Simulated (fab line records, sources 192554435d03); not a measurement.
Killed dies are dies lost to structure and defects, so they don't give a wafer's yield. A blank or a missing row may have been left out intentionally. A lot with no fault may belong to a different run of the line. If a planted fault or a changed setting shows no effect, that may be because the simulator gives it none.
3 desks looking at one fault	flow n5-finfet	only its own numbers are on each desk; what lay behind them is given at the end

AT THE TOOL OWNER'S DESK: rie-diel-01
The tool's own readings at N5_BEOL_M0_SAQP_CUT_ETCH_46 (etches SOC in N2/H2, target depth 135 nm, overetch 27 nm, time 202.5 s): means of the sampled wafers that have a number, for each lot that ran on this tool. Any lot whose mean is over 4 standard deviations away from the usual mean is out of limits and marked OUT; that distance is given in the brackets.
Columns: A = bias-w at N5_BEOL_M0_SAQP_CUT_ETCH_46, usual 149.9 W; B = drypump-motor-current-A at N5_BEOL_M0_SAQP_CUT_ETCH_46, usual 5.9 A; C = rf-vpp-V at N5_BEOL_M0_SAQP_CUT_ETCH_46, usual 524 V; D = showerhead-plenum-p-Torr at N5_BEOL_M0_SAQP_CUT_ETCH_46, usual 2.54 Torr; E = throttle-valve-pct at N5_BEOL_M0_SAQP_CUT_ETCH_46, usual 17.8 %
lot	first seen here	A	B	C	D	E
L805	day 7 00:59	150.3	5.5	524	2.56	17.9
L807	day 7 20:00	150.0	5.6	522	2.48	17.9
L808	day 7 22:49	149.7	5.5	526	2.62	17.6
Finding of this desk: none of the 3 lots has anything out of limits.

THE DEFECT DESK
What the inspections along the route counted, lot by lot: means of the sampled wafers that have a number. Any lot whose mean is over 4 standard deviations away from the usual mean is out of limits and marked OUT; that distance is given in the brackets.
Columns: A = raw-defect-count at N5_BEOL_M0_SAQP_INSPECT_42, usual 287
lot	first seen here	A
L805	day 7 00:52	324
L807	day 7 19:30	263
L808	day 7 22:41	299
L818	day 10 09:29	357
L820	day 10 21:55	187
L821	day 11 03:34	221
Finding of this desk: none of the 6 lots has anything out of limits.

METROLOGY DESK
What the gauges read for every lot (on any tool): the sampled wafers with a number, averaged. Any lot whose mean is over 4 standard deviations away from the usual mean is out of limits and marked OUT; that distance is given in the brackets. It has 12 readings; the 7 that lie furthest out on some lot are the ones shown.
Columns: A = cd-nm at N5_BEOL_M0_SAQP_CD_MEAS_40, usual 30.1 nm; B = M0_CUT1_OVL at N5_BEOL_M0_SAQP_OVL_MEAS_41, usual 0.3 nm; C = DIBL_N at N5_BEOL_M4_RC_MEAS_101, usual 35.0 mV/V; D = ION_N at N5_BEOL_M4_RC_MEAS_101, usual 667 uA/um; E = ION_P at N5_BEOL_M4_RC_MEAS_101, usual 460 uA/um; F = SS_P at N5_BEOL_M4_RC_MEAS_101, usual 73.1 mV/dec; G = VT_P at N5_BEOL_M4_RC_MEAS_101, usual -251 mV
lot	first seen here	A	B	C	D	E	F	G
L805	day 7 00:47	29.9	0.5	35.1	656	455	72.8	-250
L807	day 7 19:25	29.8	0.0	33.4	653	454	72.4	-252
L808	day 7 22:36	29.9	0.3	34.2	656	451	73.2	-252
L818	day 10 09:25	30.1	1.4	36.3	679	466	73.5	-253
L820	day 10 21:50	30.2	-1.4	35.5	667	461	73.0	-253
L821	day 11 03:29	29.9	0.3	32.3	667	464	72.9	-254
Finding of this desk: none of the 6 lots has anything out of limits.

PUT TOGETHER
The tool owner's desk saw nothing out of limits.
Nothing out of limits was seen by the defect desk.
Metrology desk: nothing out of limits seen.

WHAT WAS PUT IN BY THE SIMULATOR
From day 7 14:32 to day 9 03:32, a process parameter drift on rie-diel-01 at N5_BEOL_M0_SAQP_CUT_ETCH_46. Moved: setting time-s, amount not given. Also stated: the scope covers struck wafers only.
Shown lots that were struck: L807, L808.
